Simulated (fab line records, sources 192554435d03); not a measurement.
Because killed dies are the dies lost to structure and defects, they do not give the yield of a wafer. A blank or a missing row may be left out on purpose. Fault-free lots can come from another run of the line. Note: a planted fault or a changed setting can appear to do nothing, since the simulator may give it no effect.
Chamber matching | flow n5Finfet | N5_FIN_CUT_ETCH_30 on rieDiel-04: 4 sister chambers
The step etches underlayer in N2/H2, target depth 13 nm, time 10.4 s. 7 wafers are shown with their chamber, then 7 later ones without.

== EACH WAFER AND ITS CHAMBER ==
wafer  | chamber | showerheadPlenumPTorr (Torr) | drypumpMotorCurrentA (A)
L074.5 | 2       | 2.64                         | 4.9
L080.2 | 3       | 2.41                         | 5.9
L080.5 | 0       | 2.68                         | 5.4
L086.1 | 3       | 2.41                         | 5.9
L086.6 | 1       | 2.66                         | 6.3
L090.1 | 0       | 2.67                         | 5.3
L090.4 | 1       | 2.66                         | 6.2

== WAFERS MISSING THEIR CHAMBER ==
wafer  | showerheadPlenumPTorr (Torr) | drypumpMotorCurrentA (A)
L090.5 | 2.67                         | 5.3
L091.2 | 2.40                         | 5.9
L091.3 | 2.67                         | 5.3
L091.5 | 2.67                         | 5.3
L097.3 | 2.40                         | 5.9
L097.4 | 2.65                         | 6.3
L097.6 | 2.62                         | 4.9

== CHAMBER TAKEN BY EACH ==
wafer  | from the rows above | in truth
L090.5 | 0                   | 0
L091.2 | 3                   | 3
L091.3 | 0                   | 0
L091.5 | 0                   | 0
L097.3 | 3                   | 3
L097.4 | 1                   | 1
L097.6 | 2                   | 2
Correct placement for 7 of the 7. Number that these rows cannot place: 0. 0 placed wrongly.
How it was worked out, from the rows above alone: a wafer's distance from a chamber is the root of the sum, over the readings, of the square of ((its reading less the chamber's mean) divided by the reading's scatter). If the next closest chamber is less than 2 further off than the closest, the wafer can't be placed; otherwise it belongs to the closest. The mean given for a chamber averages the wafers shown for that chamber. The scatter: take each reading less its chamber's mean, square it, sum over the shown wafers, divide by the number of wafers less the number of chambers, and take the root.
